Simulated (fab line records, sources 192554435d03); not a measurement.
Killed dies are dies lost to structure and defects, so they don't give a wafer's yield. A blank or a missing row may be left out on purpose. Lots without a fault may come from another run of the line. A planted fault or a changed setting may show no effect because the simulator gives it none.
A struck lot beside a sound one | flow n5_finfet | 37 steps out of a route of 1938
Sound: wafers L947.1, L947.2, L947.5. Struck: wafers L937.2, L937.4, L937.6. The cause comes at the end.
At each step with rows: each side's tool, then ch and its chambers, then its first start. Under that, the readings that differ: sound wafers | struck wafers | difference of the means | sigmas: that difference in standard deviations of wafers without a fault.
alike: readings whose means differ by less than 2 such deviations, and words and numbers that are the same on both sides. not compared: withheld readings, readings that some wafer has no value for, bounds like >300 that may hide the same value, and numbers for which the record gives no deviation and whose values overlap.
The two part at a step that has a row with sigmas, a row that says differs or no value, or rows on one side only. Numbers that don't overlap but have no deviation are shown without sigmas and don't part them. A reading that every wafer of one side lacks parts them only if that side has two wafers or more.

first, 9 steps without rows for these wafers: N5_BEOL_M4_ANNEAL_95 (time 240 s); N5_BEOL_M4_SPUTTER_96 (material Cu, target thk 4.5 nm, time 8.29 s); N5_BEOL_M4_ECD_50 (material Cu, target thk 300 nm); N5_BEOL_M4_ANNEAL_51 (time 90 s); N5_BEOL_M4_CMP_52 (polishes, stops on SiOC, t overpolish 6.8 s, target thk 40 nm); N5_BEOL_M4_PRE_CLEAN_60 (time 15 s); N5_BEOL_M4_CO_CAP_55 (material Co, precursor CCTBA/H2, target thk 2 nm, time 102.1 s); N5_BEOL_M4_PRE_CLEAN_56 (time 15 s); N5_BEOL_M4_DEP_57 (deposits SiCN from 3MS/NH3, target thk 8 nm, time 14 s).
N5_BEOL_M4_RC_MEAS_101:
  sound on prober-02 ch 0, day 13 04:56; struck on prober-01 ch 0, day 10 09:43
  reading   | sound          | struck         | difference | sigmas
  VT_P (mV) | -258 -258 -257 | -248 -248 -251 | +9         | +3
  alike: DIBL_N, DIBL_P, IOFF_N, IOFF_P, ION_N, ION_P, SS_N, SS_P, VT_N
then, 24 steps without rows for these wafers: N5_BEOL_M5_ILD_DEP_00 (deposits SiCOH lowk from DEMS/porogen, target thk 140.64 nm, time 25.9 s); N5_BEOL_M5_CURE_79 (cures SiCOH lowk, time 240 s); N5_BEOL_M5_PECVD_70 (deposits SiO2 from TEOS/O2, target thk 16 nm, time 18 s); N5_BEOL_M5_HM_DEP_02 (deposits TiN, target thk 20 nm); N5_BEOL_M5_COAT_59 (time 60 s, resist thk 60 nm); N5_BEOL_M5_COAT_60 (time 60 s, resist thk 12 nm); N5_BEOL_M5_COAT_71 (time 60 s, resist thk 5 nm); N5_BEOL_M5_COAT_05 (resist thk 30 nm); N5_BEOL_M5_EBR_07; N5_BEOL_M5_SOFTBAKE_06 (time 60 s); N5_BEOL_M5_EXPOSE_08 (exposes mask M5, target cd 28 nm); N5_BEOL_M5_PEB_09 (peb time 60 s); N5_BEOL_M5_DEVELOP_10 (develop time 30 s); N5_BEOL_M5_DESCUM_16 (chemistry O2, time 7 s); N5_BEOL_M5_ETCH_72 (etches underlayer in N2/H2, target depth 6.5 nm, time 5.2 s); N5_BEOL_M5_ETCH_61 (etches SiARC in CF4, target depth 15.6 nm, time 26 s); N5_BEOL_M5_ETCH_62 (etches SOC in N2/H2, target depth 75 nm, overetch 15 nm, time 112.5 s); N5_BEOL_M5_STRIP_63 (strips in N2/H2); N5_BEOL_M5_STRIP_73 (strips in N2/H2); N5_BEOL_M5_STRIP_64 (strips in CF4); N5_BEOL_M5_HM_OPEN_17 (chemistry Cl2/BCl3, target TiN, target depth 20 nm, overetch 6 nm); N5_BEOL_M5_STRIP_19 (strips in O2); N5_BEOL_M5_COAT_65 (time 60 s, resist thk 60 nm); N5_BEOL_M5_COAT_66 (time 60 s, resist thk 12 nm).
-- the record jumps here: 2 days lie between the struck wafers' starts before and after (it left off in module BEOL_M5 and takes up again in module BEOL_M10, whose first step shown is number 1526 of the route) --
N5_BEOL_M10_CVD_75: deposits Co from CCTBA/H2, target thk 2 nm, time 138.9 s.
  sound on cvd_co-01 ch 0,2, day 15 17:36; struck on cvd_co-01 ch 0,1, day 12 13:32
  no value came back on the struck wafers for chamber_pressure_Torr (Torr), run_length_s (s), time_s (s); on the sound wafers chamber_pressure_Torr (Torr) reads 29.97 30.07 29.97
N5_BEOL_M10_CMP_52: polishes, stops on SiCOH lowk, t overpolish 7 s, target thk 140 nm.
  sound on cmp-01 ch 0,1,2, day 15 18:20; struck on cmp-02 ch 0,1,2, day 12 14:31
  alike: barrier_field_endpoint_s, motor_current_A, platen_rpm, retaining_ring_pressure_frac
-- the record jumps here: 2 days lie between the struck wafers' starts before and after (it left off in module BEOL_M10 and takes up again in module PASSIVATION, whose first step shown is number 1936 of the route) --
N5_PASSIVATION_PROBE_49:
  sound on prober-01, day 17 16:40; struck on prober-01, day 14 18:20
  reading                  | sound          | struck         | difference | sigmas
  defect_limited_yield (%) | 92.6 90.5 90.6 | 24.5 25.6 23.4 | -66.7      | -44
  killed_at_M4_up          | 18 13 22       | 807 794 829    | +792       | +99 or more
  killed_at_contacts       | 16 20 17       | 6 3 3          | -14        | -2
  killed_dies              | 87 112 111     | 891 878 904    | +788       | +44
  killed_on_rim            | 12 16 17       | 152 99 149     | +118       | +27
  sort_bin_5_function (%)  | 4.1 6.0 5.9    | 62.6 62.7 64.7 | +58.0      | +60
  sort_bin_6_memory (%)    | 3.0 3.4 3.1    | 12.6 11.5 11.5 | +8.7       | +12
  sort_n_pass              | 1093 1068 1069 | 289 302 276    | -788       | -44
  sort_yield_pct (%)       | 92.6 90.5 90.6 | 24.5 25.6 23.4 | -66.7      | -44
  alike: killed_at_M0_to_M3, killed_at_front_end, killed_at_other, killed_open, killed_short

WHERE THEY PART
First at N5_BEOL_M4_RC_MEAS_101; last, within this record, at N5_PASSIVATION_PROBE_49.

WHY: what the simulator had put in
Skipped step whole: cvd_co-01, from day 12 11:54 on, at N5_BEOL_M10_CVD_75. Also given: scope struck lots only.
